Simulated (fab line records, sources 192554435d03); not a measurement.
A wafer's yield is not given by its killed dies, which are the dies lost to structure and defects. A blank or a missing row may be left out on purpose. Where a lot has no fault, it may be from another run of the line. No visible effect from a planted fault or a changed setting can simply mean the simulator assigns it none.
fab line records    flow n5_finfet
record lots=7  wafers=21  last_day=19
route steps=1938 shown BEOL_M11@1545
lots that met no fault: taken from a fault-free run of the same line
start_h: the number of hours between the record's first day and the start of the first shown wafer of the lot    wait_h: hours elapsed since this lot's preceding step    " repeats the value in the row above    L1.1+2: several wafers, shown together as one row    - no value, or no start was given    * or withheld: withheld    < > ~ a bound
route shown NAME@n: a module of which the file shows steps, and the number in the route of the first    usual: average and standard deviation across the fault-free wafers    same: alike in all rows    chamber/n: place in a boat    sites: per-site readings    _std_site: their standard deviation    _edge_site: inner sites' mean taken away from outer sites' mean    radius_mm: how far each site lies from the wafer's centre    mask NAME#n: copy n    behind: the tool/chamber that last shaped the wafer    hold: the reason the lot was held/the length of the hold in hours/how it ended    device: names the non-switching transistor (n, p or np)    end of line: at the end of the route, the tests of the same wafers    where a step has no rows: the recipe by itself    killed: the dies lost at the first sort to structure and to defects; this is not the yield of the wafer    map: per-die view of a wafer (x killed, . not killed, _ where there is no die)
set.NAME: setting as actually run; set.NAME@STEP: the setting as run at that earlier step    model.NAME: the simulator's own value behind a step, which no gauge read
certain route steps with their lots: each step a table, each wafer a row
services: from which hour (start_h, from the record's first day; less than 0 if before it) a tool's chamber was out of use, for how many hours, and why
## steps
# step N5_BEOL_M11_SOFTBAKE_06
# recipe temp_c=110  time_s=60  resist=CAR-ArF
# step N5_BEOL_M11_EXPOSE_08
# recipe mask_id=M11  na=1.35  source_shape=dipole  sigma_inner=0.411  sigma_outer=0.611  polarization=te  dose_mj=53.75
# step N5_BEOL_M11_PEB_09
# recipe peb_temp_c=withheld  peb_time_s=60  resist=CAR-ArF
# step N5_BEOL_M11_DEVELOP_10
# recipe develop_time_s=30  developer=TMAH  resist=CAR-ArF  rinse_liquid=diw  dry=air_spin  dev_temp_c=23
# step N5_BEOL_M11_CD_MEAS_11
# recipe target_cd_nm=64.1  landing_energy_ev=500  detector=se_inlens  polarity=opening
# usual cd_nm=64.1/0.57
lot.wafer  tool       chamber  start_h  wait_h  cd_nm
L545.2     cd_sem-01  0        273.45   -       64.4
L545.3     "          0        "        "       64.0
L545.6     "          0        "        "       63.6
L546.4     cd_sem-03  0        295.89   -       64.4
L546.5     "          0        "        "       63.7
L546.6     "          0        "        "       63.9
L551.1     cd_sem-01  0        350.88   -       64.5
L551.2     "          0        "        "       64.2
L551.4     "          0        "        "       64.5
L555.2     cd_sem-02  0        353.96   -       64.2
L555.4     "          0        "        "       64.8
L555.5     "          0        "        "       64.5
L553.1     cd_sem-01  0        362.34   -       63.3
L553.4     "          0        "        "       64.5
L553.6     "          0        "        "       63.2
L561.3     cd_sem-03  0        384.89   -       64.6
L561.4     "          0        "        "       64.2
L561.5     "          0        "        "       64.6
L563.3     cd_sem-01  0        393.64   -       63.6
L563.5     "          0        "        "       63.7
L563.6     "          0        "        "       64.4
# step N5_BEOL_M11_OVL_MEAS_12
# recipe points_per_wafer=44
# usual M11_OVL=0.1/0.83
lot.wafer  tool        chamber  start_h  wait_h  M11_OVL[nm]
L545.2     overlay-02  0        273.48   0.0     1.2
L545.3     "           0        "        "       1.0
L545.6     "           0        "        "       1.2
L546.4     overlay-01  0        295.91   0.0     -0.4
L546.5     "           0        "        "       -0.5
L546.6     "           0        "        "       0.4
L551.1     overlay-02  0        350.92   0.0     -0.4
L551.2     "           0        "        "       -0.2
L551.4     "           0        "        "       0.4
L555.2     overlay-01  0        353.99   0.0     0.6
L555.4     "           0        "        "       -0.3
L555.5     "           0        "        "       0.5
L553.1     overlay-02  0        362.37   0.0     -1.6
L553.4     "           0        "        "       0.5
L553.6     "           0        "        "       -0.6
L561.3     overlay-02  0        384.92   0.0     -1.2
L561.4     "           0        "        "       -0.4
L561.5     "           0        "        "       -0.5
L563.3     overlay-01  0        393.66   0.0     0.3
L563.5     "           0        "        "       -0.2
L563.6     "           0        "        "       0.4
# step N5_BEOL_M11_INSPECT_13
# recipe mode=adi  inspect_instrument=brightfield
# usual raw_defect_count=425/88
lot.wafer  tool               chamber  start_h  wait_h  raw_defect_count
L545.2     defect_inspect-02  -        273.51   0.0     494
L545.3     "                  -        "        "       527
L545.6     "                  -        "        "       493
L546.4     defect_inspect-01  -        295.94   0.0     493
L546.5     "                  -        "        "       390
L546.6     "                  -        "        "       416
L551.1     defect_inspect-01  -        350.94   0.0     240
L551.2     "                  -        "        "       355
L551.4     "                  -        "        "       310
L555.2     defect_inspect-01  -        354.02   0.0     551
L555.4     "                  -        "        "       452
L555.5     "                  -        "        "       492
L553.1     defect_inspect-02  -        362.39   0.0     523
L553.4     "                  -        "        "       423
L553.6     "                  -        "        "       431
L561.3     defect_inspect-02  -        384.94   0.0     348
L561.4     "                  -        "        "       291
L561.5     "                  -        "        "       365
L563.3     defect_inspect-02  -        393.69   0.0     316
L563.5     "                  -        "        "       421
L563.6     "                  -        "        "       369
# step N5_BEOL_M11_DESCUM_16
# recipe chemistry=O2  time_s=7.9  source_power_w=50  bias_power_w=20  pressure_mtorr=20  rf_frequency_hz=2.712e+07  temp_c=40  resist=CAR-ArF  o2_flow_sccm=225
# usual drypump_motor_current_A=5.6/0.48  oes_product_au=0.83/0.1  rf_vpp_V=243.3/1.4  showerhead_plenum_p_Torr=2.11/0.078  throttle_valve_pct=20.26/0.23
# same time_s=7.9
lot.wafer  tool         chamber  start_h  wait_h  drypump_motor_current_A  oes_product_au  rf_hours_counter_h  rf_vpp_V  showerhead_plenum_p_Torr  throttle_valve_pct
L545.2     rie_diel-03  3        273.54   0.0     5.1                      0.80            81                  244.6     2.10                      20.18
L545.3     "            0        "        "       5.1                      0.70            223                 244.3     2.14                      20.43
L545.6     "            1        "        "       6.3                      0.91            -                   241.3     2.05                      19.91
L546.4     rie_diel-02  3        295.97   0.0     6.0                      0.70            228                 240.2     1.98                      20.45
L546.5     "            2        "        "       5.6                      0.71            -                   244.9     2.17                      20.36
L546.6     "            1        "        "       6.5                      0.73            -                   241.9     2.01                      20.63
L551.1     rie_diel-05  0        351.18   0.2     5.5                      0.90            41                  241.3     2.06                      20.48
L551.2     "            1        "        "       5.4                      0.81            101                 244.2     2.19                      20.13
L551.4     "            3        "        "       4.9                      0.95            13                  244.7     2.14                      20.15
L555.2     rie_diel-05  0        354.05   0.0     5.6                      0.89            41                  242.5     2.06                      20.48
L555.4     "            3        "        "       5.0                      0.95            13                  245.2     2.14                      20.16
L555.5     "            3        "        "       5.0                      0.95            -                   242.7     2.14                      20.15
L553.1     rie_diel-05  0        362.43   0.0     5.6                      0.88            43                  242.3     2.06                      20.47
L553.4     "            1        "        "       5.4                      0.81            103                 244.6     2.19                      20.15
L553.6     "            3        "        "       5.0                      0.94            -                   242.2     2.14                      20.15
L561.3     rie_diel-05  0        385.15   0.2     5.6                      0.87            49                  241.8     2.06                      20.50
L561.4     "            2        "        "       5.6                      0.90            39                  244.5     2.25                      20.38
L561.5     "            1        "        "       5.4                      0.79            -                   245.5     2.19                      20.16
L563.3     rie_diel-02  1        393.95   0.3     6.4                      0.70            197                 242.5     2.00                      20.68
L563.5     "            1        "        "       6.4                      0.70            -                   241.1     1.99                      20.66
L563.6     "            0        "        "       5.0                      0.91            -                   244.3     2.14                      19.81
# step N5_BEOL_M11_ETCH_61
# recipe chemistry=CF4  target=SiARC  target_depth_a=390  mask_material=CAR-ArF  time_s=65  ion_energy_ev=80  pressure_mtorr=40  source_w=545  bias_w=36  Ar_flow_sccm=100  cf4_flow_sccm=100  ends=cleared
# usual drypump_motor_current_A=5.6/0.49  etch_rf_on_time_s=65.3/1.7  oes_product_au=0.70/0.088  rf_vpp_V=184.4/1.2  showerhead_plenum_p_Torr=2.16/0.071  throttle_valve_pct=15.45/0.25
lot.wafer  tool         chamber  start_h  wait_h  drypump_motor_current_A  etch_rf_on_time_s  oes_product_au  rf_hours_counter_h  rf_vpp_V  showerhead_plenum_p_Torr  throttle_valve_pct
L545.2     rie_diel-03  3        273.57   0.0     5.1                      64.7               0.69            81                  182.7     2.17                      15.45
L545.3     "            0        "        "       5.1                      63.7               0.61            223                 184.0     2.20                      15.69
L545.6     "            1        "        "       6.4                      63.9               0.78            -                   182.6     2.10                      15.11
L546.4     rie_diel-02  3        296.00   0.0     6.0                      67.0               0.59            228                 182.7     2.05                      15.84
L546.5     "            2        "        "       5.6                      68.6               0.59            -                   184.1     2.18                      15.52
L546.6     "            1        "        "       6.4                      66.2               0.62            -                   182.8     2.07                      15.86
L551.1     rie_diel-05  0        351.21   0.0     5.6                      64.6               0.76            41                  183.3     2.09                      15.49
L551.2     "            1        "        "       5.4                      63.8               0.69            101                 185.2     2.25                      15.45
L551.4     "            3        "        "       5.0                      66.6               0.80            13                  185.7     2.18                      15.27
L555.2     rie_diel-05  0        354.09   0.0     5.6                      64.5               0.76            41                  182.8     2.09                      15.48
L555.4     "            3        "        "       4.9                      66.7               0.79            13                  185.4     2.18                      15.24
L555.5     "            3        "        "       4.9                      66.0               0.80            -                   185.7     2.18                      15.25
L553.1     rie_diel-05  0        362.46   0.0     5.6                      65.8               0.75            43                  182.6     2.09                      15.50
L553.4     "            1        "        "       5.4                      63.8               0.69            103                 184.2     2.25                      15.45
L553.6     "            3        "        "       4.9                      66.6               0.78            -                   183.5     2.18                      15.26
L561.3     rie_diel-05  0        385.19   0.0     5.6                      65.8               0.74            49                  184.6     2.08                      15.51
L561.4     "            2        "        "       5.6                      63.6               0.77            39                  185.9     2.27                      15.39
L561.5     "            1        "        "       5.5                      64.0               0.69            -                   185.8     2.24                      15.46
L563.3     rie_diel-02  1        393.99   0.0     6.4                      66.3               0.60            197                 183.4     2.06                      15.92
L563.5     "            1        "        "       6.4                      67.2               0.61            -                   181.1     2.06                      15.91
L563.6     "            0        "        "       5.0                      62.6               0.78            -                   185.4     2.19                      15.03
# step N5_BEOL_M11_ETCH_62
# recipe chemistry=N2/H2  target=SOC  target_depth_a=1100  overetch_a=220  mask_material=SiARC  temp_c=40  time_s=165  ion_energy_ev=200  pressure_mtorr=30  source_w=840  bias_w=150  n2_flow_sccm=200  h2_flow_sccm=200
# usual drypump_motor_current_A=5.6/0.49  h2_flow_sccm=200.1/0.62  oes_product_au=0.70/0.082  rf_vpp_V=524.5/2.7  showerhead_plenum_p_Torr=2.55/0.094  throttle_valve_pct=17.58/0.21
# same time_s=165
lot.wafer  tool         chamber  start_h  wait_h  drypump_motor_current_A  h2_flow_sccm  oes_product_au  rf_hours_counter_h  rf_vpp_V  showerhead_plenum_p_Torr  throttle_valve_pct
L545.2     rie_diel-03  3        273.62   0.0     5.2                      199.4         0.67            81                  525.5     2.58                      17.71
L545.3     "            0        "        "       5.1                      201.2         0.60            223                 525.5     2.61                      17.76
L545.6     "            1        "        "       6.4                      199.2         0.77            -                   520.6     2.48                      17.26
L546.4     rie_diel-02  3        296.05   0.0     6.0                      200.5         0.60            228                 518.9     2.38                      17.69
L546.5     "            2        "        "       5.6                      200.4         0.60            -                   526.5     2.62                      17.79
L546.6     "            1        "        "       6.4                      199.6         0.63            -                   521.1     2.42                      17.86
L551.1     rie_diel-05  0        351.26   0.0     5.6                      200.5         0.74            41                  523.4     2.48                      17.67
L551.2     "            1        "        "       5.4                      200.5         0.68            101                 528.1     2.67                      17.50
L551.4     "            3        "        "       4.9                      199.6         0.80            13                  525.6     2.57                      17.30
L555.2     rie_diel-05  0        354.14   0.0     5.6                      200.6         0.75            41                  523.6     2.48                      17.68
L555.4     "            3        "        "       5.0                      200.7         0.79            13                  525.6     2.57                      17.31
L555.5     "            3        "        "       5.0                      200.7         0.80            -                   525.8     2.57                      17.29
L553.1     rie_diel-05  0        362.51   0.0     5.6                      201.1         0.74            43                  522.6     2.48                      17.68
L553.4     "            1        "        "       5.4                      199.6         0.68            103                 527.3     2.67                      17.51
L553.6     "            3        "        "       5.0                      199.9         0.79            -                   525.4     2.57                      17.31
L561.3     rie_diel-05  0        385.24   0.0     5.6                      199.4         0.74            49                  522.2     2.48                      17.69
L561.4     "            2        "        "       5.6                      200.2         0.76            39                  527.3     2.69                      17.52
L561.5     "            1        "        "       5.4                      198.6         0.67            -                   527.8     2.66                      17.52
L563.3     rie_diel-02  1        394.04   0.0     6.4                      199.9         0.61            197                 520.9     2.41                      17.92
L563.5     "            1        "        "       6.4                      200.5         0.61            -                   520.6     2.41                      17.93
L563.6     "            0        "        "       5.0                      200.4         0.76            -                   525.2     2.59                      17.21
# step N5_BEOL_M11_STRIP_68
# recipe chemistry=N2/H2  temp_c=40  n2_flow_sccm=200  h2_flow_sccm=200  rf_frequency_hz=6e+07
# step N5_BEOL_M11_STRIP_67
# recipe chemistry=CF4  resist=SiARC  power_w=300  bias_power_w=75  pressure_mtorr=50  cf4_flow_sccm=150  rf_frequency_hz=6e+07
# usual drypump_motor_current_A=5.6/0.48  oes_product_au=0.83/0.096  rf_vpp_V=271.4/1.6  showerhead_plenum_p_Torr=1.81/0.058  throttle_valve_pct=13.43/0.27
lot.wafer  tool         chamber  start_h  wait_h  drypump_motor_current_A  oes_product_au  rf_hours_counter_h  rf_vpp_V  showerhead_plenum_p_Torr  throttle_valve_pct
L545.2     rie_diel-03  3        273.77   0.0     5.1                      0.80            81                  271.1     1.81                      13.37
L545.3     "            0        "        "       5.1                      0.71            223                 271.5     1.84                      13.74
L545.6     "            1        "        "       6.3                      0.90            -                   270.8     1.76                      13.07
L546.4     rie_diel-02  3        296.20   0.0     6.0                      0.71            228                 269.9     1.72                      13.82
L546.5     "            2        "        "       5.6                      0.71            -                   272.4     1.84                      13.57
L546.6     "            1        "        "       6.5                      0.74            -                   269.6     1.74                      13.83
L551.1     rie_diel-05  0        351.41   0.0     5.6                      0.88            41                  270.0     1.75                      13.45
L551.2     "            1        "        "       5.4                      0.80            101                 272.7     1.87                      13.38
L551.4     "            3        "        "       5.0                      0.94            13                  272.8     1.83                      13.16
L555.2     rie_diel-05  0        354.28   0.0     5.6                      0.88            41                  271.3     1.75                      13.45
L555.4     "            3        "        "       4.9                      0.94            14                  272.3     1.82                      13.17
L555.5     "            3        "        "       5.0                      0.94            -                   271.3     1.83                      13.18
L553.1     rie_diel-05  0        362.66   0.0     5.5                      0.87            43                  269.7     1.75                      13.45
L553.4     "            1        "        "       5.4                      0.80            103                 273.6     1.87                      13.40
L553.6     "            3        "        "       5.0                      0.94            -                   271.7     1.82                      13.18
L561.3     rie_diel-05  0        385.38   0.0     5.6                      0.87            49                  271.0     1.75                      13.47
L561.4     "            2        "        "       5.6                      0.89            39                  272.5     1.90                      13.34
L561.5     "            1        "        "       5.4                      0.79            -                   272.5     1.87                      13.41
L563.3     rie_diel-02  1        394.18   0.0     6.4                      0.72            197                 269.0     1.73                      13.92
L563.5     "            1        "        "       6.4                      0.72            -                   268.8     1.73                      13.90
L563.6     "            0        "        "       5.0                      0.89            -                   271.8     1.83                      13.02
# step N5_BEOL_M11_HM_OPEN_17
# recipe chemistry=Cl2/BCl3  target_depth_a=200  overetch_a=60  target=TiN  mask_material=SOC  ion_energy_ev=150  pressure_mtorr=10  icp_w=1000  bias_w=126  Cl2_flow_sccm=53.25  bcl3_flow_sccm=21.75  Ar_flow_sccm=25
# usual bcl3_flow_sccm=21.75/0.057  bias_w=126.0/0.34  drypump_motor_current_A=5.9/0.59  oes_product_au=0.67/0.061  throttle_valve_pct=22.09/0.2
lot.wafer  tool          chamber  start_h  wait_h  bcl3_flow_sccm  bias_w  drypump_motor_current_A  oes_product_au  rf_hours_counter_h  throttle_valve_pct  model.SOC_of_BEOL_M11_COAT_59.thk_nm
L545.2     rie_metal-02  1        273.81   0.0     21.74           126.1   5.5                      0.60            76                  22.44               92
L545.3     "             0        "        "       21.71           126.1   6.5                      0.77            -                   21.94               91.8
L545.6     "             0        "        "       21.74           126.6   6.5                      0.77            -                   21.93               91.8
L546.4     rie_metal-03  0        296.27   0.1     21.74           126.3   5.7                      0.74            -                   21.88               92.4
L546.5     "             0        "        "       21.73           126.7   5.7                      0.75            -                   21.87               92.4
L546.6     "             1        "        "       21.82           126.9   6.7                      0.68            -                   22.01               92.2
L551.1     rie_metal-01  1        351.45   0.0     -               -       -                        -               -                   -                   100.2
L551.2     "             0        "        "       -               -       -                        -               -                   -                   100.4
L551.4     "             1        "        "       -               -       -                        -               -                   -                   100.4
L555.2     rie_metal-01  0        354.32   0.0     -               -       -                        -               -                   -                   100
L555.4     "             1        "        "       -               -       -                        -               -                   -                   100
L555.5     "             0        "        "       -               -       -                        -               -                   -                   99.8
L553.1     rie_metal-02  1        362.70   0.0     -               -       -                        -               -                   -                   99.8
L553.4     "             1        "        "       -               -       -                        -               -                   -                   99.6
L553.6     "             0        "        "       -               -       -                        -               -                   -                   99.8
L561.3     rie_metal-02  0        385.45   0.1     21.69           126.1   6.6                      0.73            -                   21.97               91.6
L561.4     "             1        "        "       21.68           126.5   5.5                      0.58            -                   22.46               92
L561.5     "             0        "        "       21.70           125.5   6.6                      0.74            -                   21.95               91.4
L563.3     rie_metal-03  0        394.26   0.1     21.87           125.9   5.7                      0.72            -                   21.90               92
L563.5     "             1        "        "       21.80           126.3   6.7                      0.67            -                   21.98               91.8
L563.6     "             0        "        "       21.72           125.9   5.7                      0.73            -                   21.89               92
# step N5_BEOL_M11_STRIP_19
# recipe chemistry=O2  power_w=400  temp_c=40  pressure_mtorr=30  rf_frequency_hz=6e+07  bias_power_w=0  overash_fraction=0.2  o2_flow_sccm=225
# usual drypump_motor_current_A=5.6/0.44  oes_product_au=0.83/0.099  rf_vpp_V=3.6/0.59  showerhead_plenum_p_Torr=2.12/0.083  throttle_valve_pct=16.53/0.23
lot.wafer  tool         chamber  start_h  wait_h  drypump_motor_current_A  oes_product_au  rf_hours_counter_h  rf_vpp_V  showerhead_plenum_p_Torr  throttle_valve_pct
L545.2     rie_diel-05  0        273.92   0.1     5.6                      0.92            24                  4.3       2.07                      16.64
L545.3     "            1        "        "       5.4                      0.83            83                  4.1       2.20                      16.42
L545.6     "            0        "        "       5.5                      0.92            -                   3.5       2.07                      16.67
L546.4     rie_diel-03  1        296.35   0.1     6.4                      0.88            27                  4.5       2.05                      16.15
L546.5     "            1        "        "       6.3                      0.89            -                   3.5       2.05                      16.16
L546.6     "            2        "        "       5.6                      0.95            -                   3.0       2.13                      16.18
L551.1     rie_diel-03  1        351.56   0.1     6.3                      0.85            46                  3.6       2.04                      16.21
L551.2     "            3        "        "       5.2                      0.77            106                 4.5       2.10                      16.47
L551.4     "            3        "        "       5.2                      0.77            -                   3.2       2.10                      16.47
L555.2     rie_diel-02  2        354.43   0.1     5.6                      0.69            241                 4.1       2.16                      16.70
L555.4     "            2        "        "       5.6                      0.69            -                   4.4       2.16                      16.72
L555.5     "            1        "        "       6.4                      0.72            -                   4.4       2.01                      16.88
L553.1     rie_diel-05  0        362.81   0.1     5.6                      0.88            43                  3.7       2.06                      16.68
L553.4     "            2        "        "       5.5                      0.92            32                  4.4       2.25                      16.56
L553.6     "            2        "        "       5.6                      0.91            -                   3.6       2.25                      16.57
L561.3     rie_diel-03  3        385.73   0.3     5.2                      0.76            119                 3.3       2.09                      16.50
L561.4     "            2        "        "       5.6                      0.91            36                  3.4       2.12                      16.22
L561.5     "            1        "        "       6.4                      0.84            -                   4.1       2.04                      16.19
L563.3     rie_diel-05  1        394.44   0.2     5.4                      0.79            113                 3.1       2.19                      16.45
L563.5     "            2        "        "       5.6                      0.91            -                   3.6       2.25                      16.57
L563.6     "            0        "        "       5.5                      0.87            -                   4.1       2.06                      16.69
# step N5_BEOL_M11_CD_MEAS_18
# recipe pitch_nm=140  target_cd_nm=70
# usual cd_nm=70.0/0.66
lot.wafer  tool       chamber  start_h  wait_h  cd_nm
L545.2     cd_sem-01  -        273.99   0.1     70.4
L545.3     "          -        "        "       70.1
L545.6     "          -        "        "       69.6
L546.4     cd_sem-01  -        296.43   0.1     70.8
L546.5     "          -        "        "       69.6
L546.6     "          -        "        "       69.2
L551.1     cd_sem-02  -        351.63   0.0     -
L551.2     "          -        "        "       -
L551.4     "          -        "        "       -
L555.2     cd_sem-02  -        354.50   0.1     -
L555.4     "          -        "        "       -
L555.5     "          -        "        "       -
L553.1     cd_sem-01  -        362.88   0.0     -
L553.4     "          -        "        "       -
L553.6     "          -        "        "       -
L561.3     cd_sem-02  -        385.81   0.1     70.6
L561.4     "          -        "        "       70.3
L561.5     "          -        "        "       70.6
L563.3     cd_sem-02  -        394.51   0.1     69.2
L563.5     "          -        "        "       69.4
L563.6     "          -        "        "       70.0
# step N5_BEOL_M11_COAT_63
# recipe resist=SOC  temp_c=250  time_s=60  spin_rpm=1500  resist_thk_nm=100
## services
tool          chamber  start_h  hours  kind
rie_metal-02  -        259.01   1.1    repair
rie_metal-02  1        266.96   4.9    repair
rie_diel-05   3        269.26   -      clean
rie_diel-05   3        269.26   -      consumable_replace:focus_ring
rie_diel-05   3        269.26   18.0   scheduled_down
rie_diel-05   3        269.26   18.0   vent_cycle
rie_diel-05   1        270.40   3.0    repair
rie_metal-03  1        272.82   4.8    repair
rie_diel-02   0        274.42   7.1    repair
rie_metal-02  0        284.47   3.0    repair
rie_metal-02  1        307.00   6.2    repair
rie_diel-05   1        330.57   3.3    repair
rie_diel-03   2        333.39   19.1   repair
rie_diel-05   -        333.75   0.4    repair
rie_diel-02   0        350.54   31.6   repair
rie_metal-03  1        351.35   12.2   repair
rie_diel-02   3        382.39   -      clean
rie_diel-02   3        382.39   -      consumable_replace:focus_ring
rie_diel-02   3        382.39   -      consumable_replace:showerhead
rie_diel-02   3        382.39   22.7   scheduled_down
rie_diel-02   3        382.39   22.7   vent_cycle
rie_diel-05   -        385.81   4.3    pm
rie_diel-03   -        388.37   4.3    pm
rie_diel-05   3        390.15   6.0    repair
## key
first_sign step=N5_BEOL_M11_HM_OPEN_17  reading=tool_record  direction=missing
effect step=N5_BEOL_M11_CD_MEAS_18  reading=cd_nm  direction=missing
model_effect step=N5_BEOL_M11_HM_OPEN_17  value=SOC_of_BEOL_M11_COAT_59.thk_nm  without=92.29  struck=100
met_at N5_BEOL_M11_HM_OPEN_17
struck_wafers L551.1,L551.2,L551.4,L553.1,L553.4,L553.6,L555.2,L555.4,L555.5
later_rows_left_out L551.1,L551.2,L551.4,L553.1,L553.4,L553.6,L555.2,L555.4,L555.5
sort_left_out L551.1,L551.2,L551.4,L553.1,L553.4,L553.6,L555.2,L555.4,L555.5
onset_between 273.81 351.45
fault kind=skipped_step_whole  tool=rie_metal-01,rie_metal-02  chamber=-  onset_h=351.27  steps=N5_BEOL_M11_HM_OPEN_17  scope=struck_lots_only
# sort_left_out: the simulated sort isn't trusted on such a fault, so these wafers' sort isn't shown, and their yield isn't known
# later_rows_left_out: the simulator's readings of these wafers behind a module that went badly wrong aren't trusted and aren't shown, but for the sort
